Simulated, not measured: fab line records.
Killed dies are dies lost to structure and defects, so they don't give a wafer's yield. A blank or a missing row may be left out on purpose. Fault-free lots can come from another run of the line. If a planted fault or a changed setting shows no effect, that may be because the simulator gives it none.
A lot that was struck, set against a sound lot	flow nandHarc	13 out of 1159 route steps
Sound: wafers L829.4, L829.5, L829.6. Struck: wafer L828.4 (L828.1, L828.2, from the same lot, were not struck and are left out); the cause is given at the end.
Order at every step that has rows: each side's tool, ch and its chambers, its first start. Under that, the readings that differ: sound wafers	struck wafers	difference of the means	sigmas: that difference in standard deviations of wafers without a fault.
alike: readings whose means differ by less than 2 such deviations, and words and numbers that are the same on both sides. not compared: withheld readings, readings that some wafer has no value for, bounds like >300 that may hide the same value, and numbers for which the record gives no deviation and whose values overlap.
The two part at a step that has a row with sigmas, a row that says differs or no value, or rows on one side only. Non-overlapping numbers with no deviation appear without sigmas and do not part them. A reading that every wafer of one side lacks parts them only if that side has two wafers or more.

first, 1 step without rows for these wafers: NHARC_A_SLIT_SRD_20.
NHARC_A_SLIT_CD_MEAS_21:
  struck on cdSem-01, day 19 06:14; sound on cdSem-02, day 19 07:17
  alike: cdNm
then, 3 steps without rows for these wafers: NHARC_A_SIN_REMOVE_WET_00 (chemistry H3PO4, time 15300 s); NHARC_A_SIN_REMOVE_PRECLEAN_01 (cleans in SC1); NHARC_A_SIN_REMOVE_SRD_02.
NHARC_A_SIN_REMOVE_INSPECT_04:
  struck on defectInspect-01, day 19 13:17; sound on defectInspect-01, day 19 13:18
reading	sound	struck	difference	sigmas
rawDefectCount	717 422 391	321	-189	-2
NHARC_A_WL_FILL_ALD_00: deposits Al2O3, target thk 3 nm, pulse time 3 s, ald cycles 30.
  sound on aldHk-04 ch 0,3, day 19 13:42; struck on aldHk-04 ch 3, day 19 13:23
  alike: heaterPowerW, precursorPulseHeightRel
NHARC_A_WL_FILL_RTA_01: time 5 s.
  sound on rtpAnneal-01 ch 0, day 19 14:05; struck on rtpAnneal-01 ch 0, day 19 13:39
  alike: lampPowerPct, wafer_temp_C_max
NHARC_A_WL_FILL_ALD_02: deposits TiN, target thk 2 nm, pulse time 3 s, ald cycles 100.
  sound on aldMetal-03 ch 1,2,3, day 19 14:17; struck on aldMetal-02 ch 0, day 19 13:52
  alike: heaterPowerW, precursorPulseHeightRel
NHARC_A_WL_FILL_CVD_03: deposits W, target thk 40 nm, time 3302 s.
  sound on cvdW-01 ch 0,1, day 19 18:43; struck on cvdW-01 ch 0, day 19 14:28
  alike: heaterPowerW, mfcArSccm, throttleValvePct
NHARC_A_WL_FILL_ETCHBACK_04: etches the open film in NF3, target depth 60 nm, time 120 s.
  sound on rieMetal-02 ch 0,1, day 19 20:43; struck on rieMetal-01 ch 0, day 19 17:47
reading	sound	struck	difference	sigmas
runLengthS (s)	141.3 141.7 141.2	132.6	-8.8	-20
  alike: drypumpMotorCurrentA, oesProductAu
  not compared: rfHoursCounterH
NHARC_A_WL_FILL_ETCHBACK_05: etches the open film in Cl2/BCl3, target depth 22 nm, time 60 s.
  sound on rieMetal-02 ch 0,1, day 19 20:54; struck on rieMetal-01 ch 1, day 19 18:06
  alike: drypumpMotorCurrentA, oesProductAu, runLengthS
  not compared: rfHoursCounterH
following that, these wafers have no rows for 1 step: NHARC_END_SORT_01.

## WHERE THEY PART
First at NHARC_A_SIN_REMOVE_INSPECT_04; last, within this record, at NHARC_A_WL_FILL_ETCHBACK_04. Later steps at which nothing parts them and some readings are alike: NHARC_A_WL_FILL_ETCHBACK_05.

WHY: the cause the simulator had injected
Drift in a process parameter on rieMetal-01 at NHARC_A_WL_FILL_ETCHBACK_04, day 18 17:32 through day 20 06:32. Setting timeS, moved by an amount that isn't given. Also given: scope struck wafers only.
